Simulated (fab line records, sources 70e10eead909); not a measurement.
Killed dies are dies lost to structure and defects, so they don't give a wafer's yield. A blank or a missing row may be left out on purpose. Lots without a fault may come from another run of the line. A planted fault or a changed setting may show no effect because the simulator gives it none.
Chamber matching | flow nand_harc | NHARC_A_STAIRCASE_TRIM_187 on rie_diel-10: 4 sister chambers
The step chemistry O2, time 211.2 s. 16 wafers are shown with their chamber, then 8 later ones without.

WAFERS WITH THEIR CHAMBER
wafer  | chamber | drypump_motor_current_A (A) | oes_product_au (a.u.) | showerhead_plenum_p_Torr (Torr)
L077.2 | 0       | 5.5                         | 1.014                 | 3.78
L077.3 | 3       | 6.0                         | 0.996                 | 3.64
L077.4 | 2       | 5.4                         | 1.003                 | 3.29
L079.1 | 2       | 5.4                         | 1.012                 | 3.28
L079.3 | 0       | 5.4                         | 1.016                 | 3.78
L079.4 | 3       | 6.0                         | 0.994                 | 3.64
L083.3 | 0       | 5.5                         | 1.005                 | 3.77
L083.4 | 3       | 6.0                         | 0.994                 | 3.63
L083.6 | 2       | 5.4                         | 1.021                 | 3.81
L082.2 | 0       | 5.5                         | 1.009                 | 3.77
L082.3 | 1       | 5.8                         | 1.031                 | 3.54
L082.5 | 1       | 5.8                         | 1.020                 | 3.54
L089.4 | 3       | 6.0                         | 1.004                 | 3.62
L089.5 | 1       | 5.8                         | 1.028                 | 3.53
L089.6 | 2       | 5.4                         | 1.026                 | 3.80
L090.1 | 2       | 5.4                         | 1.027                 | 3.79

SIGNATURES (means of the wafers above)
reading                  | chamber 0 | chamber 1 | chamber 2 | chamber 3 | scatter within a chamber
drypump_motor_current_A  | 5.475     | 5.800     | 5.400     | 6.000     | 0.025
oes_product_au           | 1.01100   | 1.02633   | 1.01780   | 0.99700   | 0.0072
showerhead_plenum_p_Torr | 3.7750    | 3.5367    | 3.5940    | 3.6325    | 0.163
Rule: a wafer's distance from a chamber is the root of the sum, over the readings, of the square of ((its reading less the chamber's mean) divided by the reading's scatter). The wafer belongs to the nearest chamber; if the next one is less than 2 further off, it can't be placed. The scatter: the root of (the sum of the squares of (reading less its chamber's mean) over the shown wafers, divided by (wafers less chambers)).

WAFERS WITHOUT THEIR CHAMBER
wafer  | drypump_motor_current_A (A) | oes_product_au (a.u.) | showerhead_plenum_p_Torr (Torr)
L090.3 | 6.0                         | 0.995                 | 3.62
L090.5 | 6.0                         | 0.989                 | 3.62
L092.2 | 6.0                         | 0.998                 | 3.61
L092.5 | 6.0                         | 1.001                 | 3.61
L092.6 | 5.7                         | 1.012                 | 3.52
L097.3 | 5.4                         | 1.020                 | 3.78
L097.4 | 5.5                         | 1.022                 | 3.75
L097.5 | 5.7                         | 1.015                 | 3.52

WHICH CHAMBER EACH WENT THROUGH
wafer  | from the rows above | in truth
L090.3 | 3                   | 3
L090.5 | 3                   | 3
L092.2 | 3                   | 3
L092.5 | 3                   | 3
L092.6 | 1                   | 1
L097.3 | 2                   | 2
L097.4 | 0                   | 0
L097.5 | 1                   | 1
Placed correctly: 8 of 8. Can't be placed from these rows: 0. Placed wrongly: 0.
